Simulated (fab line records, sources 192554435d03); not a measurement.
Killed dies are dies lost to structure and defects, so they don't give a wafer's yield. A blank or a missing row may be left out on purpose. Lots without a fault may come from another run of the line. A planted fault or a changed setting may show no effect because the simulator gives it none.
Split-lot experiment | flow n5_finfet | 7 lots, 39 wafers read, on a route of 1938 steps

THE SPLIT
At N5_BEOL_M5_DEP_56 (deposits SiCN from 3MS/NH3, target thk 8 nm, time 14 s), the setting target_thk_a was moved away from the recipe's 80 angstrom on 6 of the 39 wafers read, by -49.2% to -31.2%. The other wafers ran this setting at the recipe's value.

The reading is taken at the split's own step.

THE READING
SiCN_of_BEOL_M5_DEP_56.thk_nm (the simulator's own value, which no gauge read), in nm, at N5_BEOL_M5_DEP_56 (deposits SiCN from 3MS/NH3, target thk 8 nm, time 14 s). The file gives no usual value for it. The 33 wafers here that ran the recipe average 8.0 nm, standard deviation 0.13 nm.

wafer  | tool, chamber at the split | target_thk_a as run, angstrom | against the recipe | SiCN_of_BEOL_M5_DEP_56.thk_nm, nm | against lot-mates on the recipe
L084.1 | pecvd-01, 2                | 80                            | recipe             | 7.8                               | -
L084.2 | pecvd-01, 1,1,2,1,2        | 80                            | recipe             | 8                                 | -
L084.3 | pecvd-01, 1,1,2,1,2        | 80                            | recipe             | 8                                 | -
L084.4 | pecvd-01, 1,1,2,1,2        | 80                            | recipe             | 8                                 | -
L084.5 | pecvd-01, 1,1,2,1,2        | 80                            | recipe             | 8                                 | -
L084.6 | pecvd-01, 1,1,2,1,2        | 80                            | recipe             | 8                                 | -
L085.1 | pecvd-02, 0,1,0            | 80                            | recipe             | 8.2                               | -
L085.3 | pecvd-02, 0,1,0            | 80                            | recipe             | 8.2                               | -
L085.6 | pecvd-02, 0,1,0            | 80                            | recipe             | 8.2                               | -
L085.2 | pecvd-02, 1,0              | 55.02                         | -31.2%             | 5.6                               | -2.6
L085.4 | pecvd-02, 1,0              | 55.02                         | -31.2%             | 5.6                               | -2.6
L085.5 | pecvd-02, 1                | 55.02                         | -31.2%             | 5.8                               | -2.4
L087.1 | pecvd-02, 1,1,2            | 40.66                         | -49.2%             | 4                                 | -4.0
L087.4 | pecvd-02, 1,1,2            | 40.66                         | -49.2%             | 4                                 | -4.0
L087.6 | pecvd-02, 1,1,2            | 40.66                         | -49.2%             | 4                                 | -4.0
L087.2 | pecvd-02, 0,2,0            | 80                            | recipe             | 8                                 | -
L087.3 | pecvd-02, 0,2,0            | 80                            | recipe             | 8                                 | -
L087.5 | pecvd-02, 0,2,0            | 80                            | recipe             | 8                                 | -
L088.3 | pecvd-02, 2                | 80                            | recipe             | 8                                 | -
L088.5 | pecvd-02, 0,2              | 80                            | recipe             | 8.2                               | -
L088.6 | pecvd-02, 0,2              | 80                            | recipe             | 8.2                               | -
L091.1 | pecvd-03, 2,1,0            | 80                            | recipe             | 8                                 | -
L091.3 | pecvd-03, 2,1,0            | 80                            | recipe             | 8                                 | -
L091.4 | pecvd-03, 2,1,0            | 80                            | recipe             | 8                                 | -
L091.2 | pecvd-03, 0,2,1            | 80                            | recipe             | 8.2                               | -
L091.5 | pecvd-03, 0,2,1            | 80                            | recipe             | 8.2                               | -
L091.6 | pecvd-03, 0,2,1            | 80                            | recipe             | 8.2                               | -
L093.1 | pecvd-02, 1,2,0            | 80                            | recipe             | 7.8                               | -
L093.2 | pecvd-02, 1,2,0            | 80                            | recipe             | 7.8                               | -
L093.3 | pecvd-02, 1,2,0            | 80                            | recipe             | 7.8                               | -
L093.4 | pecvd-02, 1,0,2            | 80                            | recipe             | 8                                 | -
L093.5 | pecvd-02, 1,0,2            | 80                            | recipe             | 8                                 | -
L093.6 | pecvd-02, 1,0,2            | 80                            | recipe             | 8                                 | -
L082.1 | pecvd-02, 1,0,2,1          | 80                            | recipe             | 8                                 | -
L082.4 | pecvd-02, 1,0,2,1          | 80                            | recipe             | 8                                 | -
L082.5 | pecvd-02, 1,0,2,1          | 80                            | recipe             | 8                                 | -
L082.6 | pecvd-02, 1,0,2,1          | 80                            | recipe             | 8                                 | -
L082.2 | pecvd-02, 0,2              | 80                            | recipe             | 7.8                               | -
L082.3 | pecvd-02, 0,2              | 80                            | recipe             | 7.8                               | -
Where a row lists several chambers, the file gives one row for several wafers and doesn't say which wafer went through which chamber.

THE FIT
A straight line over all 39 wafers: SiCN_of_BEOL_M5_DEP_56.thk_nm changes by +0.0798 nm for each +1% of target_thk_a; r = +0.99; the points scatter about the line by 0.13 nm.
The same after taking each lot's own level away (the mean of its wafers on the recipe; 39 wafers): +0.0813 nm for each +1%; r = +1.00; scatter 0.084 nm.
On that fit, the largest move of target_thk_a shifts the reading by 4 nm.
The lots' own levels span 7.90 to 8.20 nm, that is 2.3 times the standard deviation above.
So the lot-to-lot level changes the slope little: the two slopes agree.
Check: with one of the wafers moved furthest among these (-49.2%) left out of the fit, the line predicts -4 nm for it against its lot-mates. It came out at -4 nm against them.

OTHER SPLITS ON THESE WAFERS
These wafers also went through other splits before the reading. Each is held against what the fit with the lots' levels taken away leaves over:
other split on the same wafers          | wafers away from the commonest value | r with SiCN_of_BEOL_M5_DEP_56.thk_nm (lot level and that fit taken away)
N5_STI_FIN_REVEAL_ALD_00 target_thk_a   | 15                                   | +0.05
N5_SD_EPI_P_ETCH_16 target_depth_a      | 12                                   | -0.13
N5_SDB_ALD_29 ald_cycles                | 12                                   | -0.11
N5_MOL_CONTACT_COAG_ETCHBACK_135 time_s | 12                                   | -0.01

THE FILE'S OWN FIT
SiCN_of_BEOL_M5_DEP_56.thk_nm changes by +0.0813 nm for each +1% of target_thk_a, r = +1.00.
